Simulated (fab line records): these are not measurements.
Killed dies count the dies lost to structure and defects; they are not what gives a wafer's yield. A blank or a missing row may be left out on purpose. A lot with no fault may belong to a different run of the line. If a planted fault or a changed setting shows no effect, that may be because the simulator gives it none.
Lot-split experiment    flow n5 finfet    21 wafers read across 7 lots, on a route 1938 steps long

== THE SPLIT ==
At N5_FIN_CUT_COAT_02 (resist thk 30 nm), the setting spin rpm was moved away from the recipe's 1500 rpm on 8 of the 21 wafers read, by -10.3% to -3.7%. All remaining wafers had this setting at the recipe value.

== FROM THE SPLIT TO THE READING: what the file shows between them, 4 steps ==
- N5_FIN_CUT_EBR_04
- N5_FIN_CUT_SOFTBAKE_03: time 60 s
- N5_FIN_CUT_EXPOSE_05: exposes mask FIN CUT
- N5_FIN_CUT_PEB_06: peb time 60 s

== THE READING ==
CAR-EUV_of_FIN_CUT_COAT_02.thk nm (the simulator's own value, which no gauge read), in nm, at N5_FIN_CUT_DEVELOP_07 (develop time 30 s). The file does not state a usual value for it. Here, 13 wafers ran the recipe; their average is 29.5 nm with a standard deviation of 0.1 nm.

wafer   tool, chamber at the split  spin rpm as run, rpm  against the recipe  CAR-EUV_of_FIN_CUT_COAT_02.thk nm, nm  against lot-mates on the recipe
L075.1  litho track-05, 0           1436                  -4.3%               30.2                                   +0.6
L075.2  litho track-05, 0           1436                  -4.3%               30.2                                   +0.6
L075.6  litho track-05, 0           1500                  recipe              29.6                                   -
L081.1  litho track-03, 0           1500                  recipe              29.6                                   -
L081.3  litho track-03, 0           1500                  recipe              29.6                                   -
L081.6  litho track-03, 0           1500                  recipe              29.4                                   -
L082.1  litho track-02, 0           1500                  recipe              29.4                                   -
L082.3  litho track-02, 0           1500                  recipe              29.4                                   -
L082.5  litho track-02, 0           1500                  recipe              29.4                                   -
L083.2  litho track-03, 0           1500                  recipe              29.4                                   -
L083.4  litho track-03, 0           1500                  recipe              29.6                                   -
L083.6  litho track-03, 0           1351                  -9.9%               31.2                                   +1.7
L084.2  litho track-05, 0           1500                  recipe              29.6                                   -
L084.5  litho track-05, 0           1444                  -3.7%               30.2                                   +0.7
L084.6  litho track-05, 0           1500                  recipe              29.4                                   -
L087.3  litho track-05, 0           1417                  -5.5%               30.6                                   +1.0
L087.5  litho track-05, 0           1417                  -5.5%               30.6                                   +1.0
L087.4  litho track-05, 0           1500                  recipe              29.6                                   -
L089.1  litho track-05, 0           1345                  -10.3%              31.4                                   +1.8
L089.5  litho track-05, 0           1345                  -10.3%              31.4                                   +1.8
L089.6  litho track-05, 0           1500                  recipe              29.6                                   -

FIT RESULTS
A straight line over all 21 wafers: CAR-EUV_of_FIN_CUT_COAT_02.thk nm changes by -0.18 nm for each +1% of spin rpm; r = -0.99; the points scatter about the line by 0.095 nm.
The same after taking each lot's own level away (the mean of its wafers on the recipe; 21 wafers): -0.173 nm for each +1%; r = -0.99; scatter 0.077 nm.
That fit puts the effect of the largest move of spin rpm on the reading at 1.8 nm.
From 29.40 to 29.60 nm: that is the span of the lots' own levels, equal to 2.0 times the standard deviation above.
The two slopes are in agreement: the lot-to-lot level therefore moves the slope only a little.
Check: +1.77 nm against its lot-mates is what the line predicts for one of the wafers moved furthest among these (-10.3%) when that wafer is left out of the fit. It came out at +1.8 nm against them.

== THE OTHER SPLITS THESE WAFERS WENT THROUGH ==
Before the reading, these wafers also passed through other splits. Each is held against what the fit with the lots' levels taken away leaves over:
other split on the same wafers             wafers away from the commonest value  r with CAR-EUV_of_FIN_CUT_COAT_02.thk nm (lot level and that fit taken away)
N5_ZERO_LAYER_DEVELOP_10 develop time s    7                                     +0.03
N5_PMOS_HMC_CHANNEL_EPI_EXPOSE_06 dose mj  7                                     +0.03

== THE WHOLE CHAIN: every reading that the file lists as answering this split, in the file's order ==
step                   what it does       reading                                                                             change (the file's fit)                r (the file's)
N5_FIN_CUT_COAT_02     resist thk 30 nm   CAR-EUV_of_FIN_CUT_COAT_02.thk nm (the simulator's own value, which no gauge read)  -0.164 nm for each +1% of the setting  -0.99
N5_FIN_CUT_DEVELOP_07  develop time 30 s  CAR-EUV_of_FIN_CUT_COAT_02.thk nm (the simulator's own value, which no gauge read)  -0.172 nm for each +1% of the setting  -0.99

== FILE'S OWN FIT ==
CAR-EUV_of_FIN_CUT_COAT_02.thk nm changes by -0.172 nm for each +1% of spin rpm, r = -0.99.
